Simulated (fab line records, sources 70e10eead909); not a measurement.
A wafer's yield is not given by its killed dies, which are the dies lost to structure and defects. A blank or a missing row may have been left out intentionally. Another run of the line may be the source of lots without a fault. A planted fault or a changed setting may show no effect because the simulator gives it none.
Which tool is to blame? | flow nandHarc | 18 wafers from 6 lots sampled at 2 of the route's 1302 steps

== WHAT EACH GAUGE READ, for each wafer ==
NHARC_HYBRID_BOND_OVL_MEAS_05.
lot  | measured     | on         | overlayYNm (nm)
L761 | day 24 17:21 | overlay-01 | -30 14 -31
L764 | day 25 05:43 | overlay-02 | -25 -4 -29
L766 | day 25 10:16 | overlay-02 | -38 -2 -36
L770 | day 27 17:56 | overlay-02 | -2 -27 31
L780 | day 31 17:40 | overlay-01 | -26 5 6
L782 | day 33 02:26 | overlay-01 | -17 37 -30

== WHICH TOOL RAN EACH LOT (tool, then ch and the chambers of the sampled wafers, then the start) ==
lot  | NHARC_A_BONDPAD_ETCH_12
L761 | rieDiel-07 ch 1,3, day 24 17:21 or earlier
L764 | rieDiel-10 ch 0,2,3, day 25 05:43 or earlier
L766 | rieDiel-10 ch 0,2,3, day 25 10:16 or earlier
L770 | rieDiel-07 ch 0,1,2, day 27 17:56 or earlier
L780 | rieDiel-05 ch 0,2,3, day 31 17:40 or earlier
L782 | rieDiel-05 ch 0,1,2, day 33 02:26 or earlier
- NHARC_A_BONDPAD_ETCH_12: etches the open film in CHF3/O2, target depth 220 nm, time 110 s.

== THE ANSWER, worked out from the rows above alone ==
Rule: what is usual is taken from the lots themselves. Put in order of their means at a reading, lots are off if they are a third of the lots or fewer, leave a main group of 4 or more, and stand apart from it by a gap of 3 or more times the standard deviation of the main group's means; of several such gaps the widest counts. The tables above print the reading to a certain number of digits; a main group whose means all agree to those digits is not used. Also off: a lot with no number at a reading for which 4 or more lots have one. Where the step has rows for the other lots, those lots are counted as sound.
None of the lots is off at any reading shown; this tells nothing.

== WHAT THE SIMULATOR HAD INSERTED ==
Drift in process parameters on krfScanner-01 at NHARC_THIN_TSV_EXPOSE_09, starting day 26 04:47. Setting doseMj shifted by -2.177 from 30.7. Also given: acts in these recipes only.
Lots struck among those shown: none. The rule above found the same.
